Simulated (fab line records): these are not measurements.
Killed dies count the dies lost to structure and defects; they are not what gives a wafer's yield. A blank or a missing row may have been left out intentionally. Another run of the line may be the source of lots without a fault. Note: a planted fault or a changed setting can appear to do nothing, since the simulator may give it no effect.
Chamber matching | flow n5-finfet | 4 sister chambers for N5_BEOL_M10_ETCH_61 on rie-diel-06
The step etches SiARC in CF4, target depth 39 nm, time 65 s. 4 wafers are shown with their chamber, then 9 later ones without.

## EACH WAFER AND ITS CHAMBER
wafer  | chamber | showerhead-plenum-p-Torr (Torr)
L087.2 | 1       | 2.14
L089.5 | 2       | 2.15
L091.1 | 0       | 2.25
L091.5 | 3       | 2.09

## WAFERS WITH NO CHAMBER GIVEN
wafer  | showerhead-plenum-p-Torr (Torr)
L090.1 | 2.14
L090.3 | 2.14
L090.4 | 2.25
L088.1 | 2.09
L088.3 | 2.25
L088.5 | 2.09
L094.2 | 2.14
L094.4 | 2.14
L094.5 | 2.08

## THE CHAMBER EACH PASSED THROUGH
wafer  | from the rows above | in truth
L090.1 | 1                   | 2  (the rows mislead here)
L090.3 | 1                   | 1
L090.4 | 0                   | 0
L088.1 | 3                   | 3
L088.3 | 0                   | 0
L088.5 | 3                   | 3
L094.2 | 1                   | 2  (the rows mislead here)
L094.4 | 1                   | 1
L094.5 | 3                   | 3
Placed correctly: 7 of 9. Not placeable from these rows: 0. 2 placed wrongly.
How it was worked out, from the rows above alone: a wafer's distance from a chamber is the root of the sum, over the readings, of the square of ((its reading less the chamber's mean) divided by the reading's scatter). If the next closest chamber is less than 2 further off than the closest, the wafer can't be placed; otherwise it belongs to the closest. A chamber's mean is the mean of its shown wafers. The scatter (one wafer shown for each chamber): square how far every hidden wafer sits from the nearest shown wafer, average those squares and take the square root.
